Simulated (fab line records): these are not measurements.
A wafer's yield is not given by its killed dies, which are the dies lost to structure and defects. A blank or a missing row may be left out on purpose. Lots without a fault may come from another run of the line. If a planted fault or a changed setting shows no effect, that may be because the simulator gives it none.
Chamber matching / flow n5-finfet / 3 sister chambers for N5_BEOL_M0_SAQP_PECVD_04 on pecvd-02
The step deposits a-Si from SiH4/He, target thk 60 nm, time 60.2 s. 14 wafers are shown with their chamber, then 7 later ones without.

== WAFERS, EACH WITH ITS CHAMBER ==
wafer=L075.1; chamber=1; throttle-valve-pct (%)=19.9; showerhead-plenum-p-Torr (Torr)=5.65; heater-power-w (W)=625
wafer=L075.3; chamber=1; throttle-valve-pct (%)=20.0; showerhead-plenum-p-Torr (Torr)=5.66; heater-power-w (W)=616
wafer=L075.6; chamber=0; throttle-valve-pct (%)=18.9; showerhead-plenum-p-Torr (Torr)=5.74; heater-power-w (W)=582
wafer=L076.3; chamber=1; throttle-valve-pct (%)=20.2; showerhead-plenum-p-Torr (Torr)=5.63; heater-power-w (W)=614
wafer=L076.4; chamber=2; throttle-valve-pct (%)=17.2; showerhead-plenum-p-Torr (Torr)=5.66; heater-power-w (W)=583
wafer=L076.6; chamber=1; throttle-valve-pct (%)=19.9; showerhead-plenum-p-Torr (Torr)=5.63; heater-power-w (W)=600
wafer=L077.1; chamber=0; throttle-valve-pct (%)=19.0; showerhead-plenum-p-Torr (Torr)=5.72; heater-power-w (W)=677
wafer=L077.2; chamber=2; throttle-valve-pct (%)=17.0; showerhead-plenum-p-Torr (Torr)=5.65; heater-power-w (W)=604
wafer=L077.6; chamber=0; throttle-valve-pct (%)=19.1; showerhead-plenum-p-Torr (Torr)=5.74; heater-power-w (W)=674
wafer=L088.2; chamber=0; throttle-valve-pct (%)=19.0; showerhead-plenum-p-Torr (Torr)=5.74; heater-power-w (W)=633
wafer=L088.3; chamber=0; throttle-valve-pct (%)=19.1; showerhead-plenum-p-Torr (Torr)=5.74; heater-power-w (W)=639
wafer=L088.4; chamber=1; throttle-valve-pct (%)=20.0; showerhead-plenum-p-Torr (Torr)=5.66; heater-power-w (W)=607
wafer=L091.3; chamber=0; throttle-valve-pct (%)=19.0; showerhead-plenum-p-Torr (Torr)=5.72; heater-power-w (W)=657
wafer=L091.4; chamber=2; throttle-valve-pct (%)=17.7; showerhead-plenum-p-Torr (Torr)=5.66; heater-power-w (W)=675

SIGNATURES, as means of the wafers listed above
reading=throttle-valve-pct; chamber 0=19.017; chamber 1=20.000; chamber 2=17.300; scatter within a chamber=0.178
reading=showerhead-plenum-p-Torr; chamber 0=5.7333; chamber 1=5.6460; chamber 2=5.6567; scatter within a chamber=0.0118
reading=heater-power-w; chamber 0=643.67; chamber 1=612.40; chamber 2=620.67; scatter within a chamber=31.8
Rule: a wafer's distance from a chamber is the root of the sum, over the readings, of the square of ((its reading less the chamber's mean) divided by the reading's scatter). If the next closest chamber is less than 2 further off than the closest, the wafer can't be placed; otherwise it belongs to the closest. The scatter: the root of (the sum of the squares of (reading less its chamber's mean) over the shown wafers, divided by (wafers less chambers)).

== WAFERS WHOSE CHAMBER IS MISSING ==
wafer=L091.5; throttle-valve-pct (%)=19.1; showerhead-plenum-p-Torr (Torr)=5.74; heater-power-w (W)=660
wafer=L094.1; throttle-valve-pct (%)=20.1; showerhead-plenum-p-Torr (Torr)=5.65; heater-power-w (W)=609
wafer=L094.2; throttle-valve-pct (%)=19.3; showerhead-plenum-p-Torr (Torr)=5.74; heater-power-w (W)=682
wafer=L094.4; throttle-valve-pct (%)=19.9; showerhead-plenum-p-Torr (Torr)=5.63; heater-power-w (W)=583
wafer=L096.3; throttle-valve-pct (%)=20.0; showerhead-plenum-p-Torr (Torr)=5.66; heater-power-w (W)=626
wafer=L096.4; throttle-valve-pct (%)=19.9; showerhead-plenum-p-Torr (Torr)=5.64; heater-power-w (W)=609
wafer=L096.5; throttle-valve-pct (%)=19.5; showerhead-plenum-p-Torr (Torr)=5.74; heater-power-w (W)=692

== EACH ONE'S CHAMBER ==
wafer=L091.5; from the rows above=0; in truth=0
wafer=L094.1; from the rows above=1; in truth=1
wafer=L094.2; from the rows above=0; in truth=0
wafer=L094.4; from the rows above=1; in truth=1
wafer=L096.3; from the rows above=1; in truth=1
wafer=L096.4; from the rows above=1; in truth=1
wafer=L096.5; from the rows above=0; in truth=0
Correct placement for 7 of the 7. Number that these rows cannot place: 0. 0 placed wrongly.
